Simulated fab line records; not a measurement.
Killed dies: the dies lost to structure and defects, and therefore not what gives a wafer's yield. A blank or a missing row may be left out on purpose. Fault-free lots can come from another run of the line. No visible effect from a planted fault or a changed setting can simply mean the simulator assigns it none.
Matching of chambers    flow n5_finfet    N5_HKMG_FIN_PWFM_ALD_03 on ald_metal-01: 4 sister chambers
The step deposits TiN, target thk 2 nm, pulse time 1 s, purge time 3 s. 4 wafers are shown with their chamber, then 8 later ones without.

WAFERS WITH THEIR CHAMBER
wafer   chamber  heater_power_w (W)
L088.4  3        754
L089.4  1        914
L089.5  2        936
L093.1  0        751

WAFERS WHOSE CHAMBER IS MISSING
wafer   heater_power_w (W)
L093.3  890
L093.5  757
L095.1  725
L095.2  983
L095.4  902
L097.4  919
L097.5  929
L097.6  759

EACH ONE'S CHAMBER
wafer   from the rows above      in truth
L093.3  can't be placed: 1 or 2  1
L093.5  can't be placed: 3 or 0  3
L095.1  can't be placed: 0 or 3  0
L095.2  can't be placed: 2 or 1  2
L095.4  can't be placed: 1 or 2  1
L097.4  can't be placed: 1 or 2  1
L097.5  can't be placed: 2 or 1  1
L097.6  can't be placed: 3 or 0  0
Correct placement for 0 of the 8. Unplaceable from these rows: 8, with the true chamber sitting among the candidates in 8. 0 placed wrongly.
How it was worked out, from the rows above alone: a wafer's distance from a chamber is the root of the sum, over the readings, of the square of ((its reading less the chamber's mean) divided by the reading's scatter). The wafer belongs to the nearest chamber; if the next one is less than 2 further off, it can't be placed. The mean given for a chamber averages the wafers shown for that chamber. The scatter (one wafer shown for each chamber): square how far every hidden wafer sits from the nearest shown wafer, average those squares and take the square root.
